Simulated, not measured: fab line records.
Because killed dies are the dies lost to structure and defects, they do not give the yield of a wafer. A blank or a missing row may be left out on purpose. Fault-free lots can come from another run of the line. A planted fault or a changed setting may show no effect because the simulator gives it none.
Matching of chambers || flow n5_finfet || rie_diel-01 running N5_FIN_SAQP_SPACER1_ETCHBACK_25: 4 sister chambers
The step etches SiO2 in CHF3/O2, target depth 24.4 nm, time 12.2 s. 4 wafers are shown with their chamber, then 9 later ones without.

== WAFERS, EACH WITH ITS CHAMBER ==
{"wafer": "L079.3", "chamber": 0, "throttle_valve_pct (%)": 19.15}
{"wafer": "L079.4", "chamber": 3, "throttle_valve_pct (%)": 19.03}
{"wafer": "L081.2", "chamber": 1, "throttle_valve_pct (%)": 19.28}
{"wafer": "L081.5", "chamber": 2, "throttle_valve_pct (%)": 18.38}

== WAFERS MISSING THEIR CHAMBER ==
{"wafer": "L087.3", "throttle_valve_pct (%)": 19.06}
{"wafer": "L087.5", "throttle_valve_pct (%)": 19.05}
{"wafer": "L087.6", "throttle_valve_pct (%)": 18.42}
{"wafer": "L092.1", "throttle_valve_pct (%)": 19.16}
{"wafer": "L092.2", "throttle_valve_pct (%)": 19.30}
{"wafer": "L092.6", "throttle_valve_pct (%)": 19.31}
{"wafer": "L093.1", "throttle_valve_pct (%)": 19.32}
{"wafer": "L093.3", "throttle_valve_pct (%)": 18.44}
{"wafer": "L093.6", "throttle_valve_pct (%)": 19.16}

== EACH ONE'S CHAMBER ==
{"wafer": "L087.3", "from the rows above": "can't be placed: 3 or 0", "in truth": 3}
{"wafer": "L087.5", "from the rows above": 3, "in truth": 3}
{"wafer": "L087.6", "from the rows above": 2, "in truth": 2}
{"wafer": "L092.1", "from the rows above": 0, "in truth": 0}
{"wafer": "L092.2", "from the rows above": 1, "in truth": 1}
{"wafer": "L092.6", "from the rows above": 1, "in truth": 1}
{"wafer": "L093.1", "from the rows above": 1, "in truth": 1}
{"wafer": "L093.3", "from the rows above": 2, "in truth": 2}
{"wafer": "L093.6", "from the rows above": 0, "in truth": 0}
Correctly placed: 8 of 9. These rows do not allow placing 1 (true chamber among the candidates in 1). Placed wrongly: 0.
How it was worked out, from the rows above alone: a wafer's distance from a chamber is the root of the sum, over the readings, of the square of ((its reading less the chamber's mean) divided by the reading's scatter). If the next closest chamber is less than 2 further off than the closest, the wafer can't be placed; otherwise it belongs to the closest. A chamber's mean is the mean of its shown wafers. The scatter: with one shown wafer a chamber, the root of the mean of the squares of how far each hidden wafer lies from its nearest shown one.
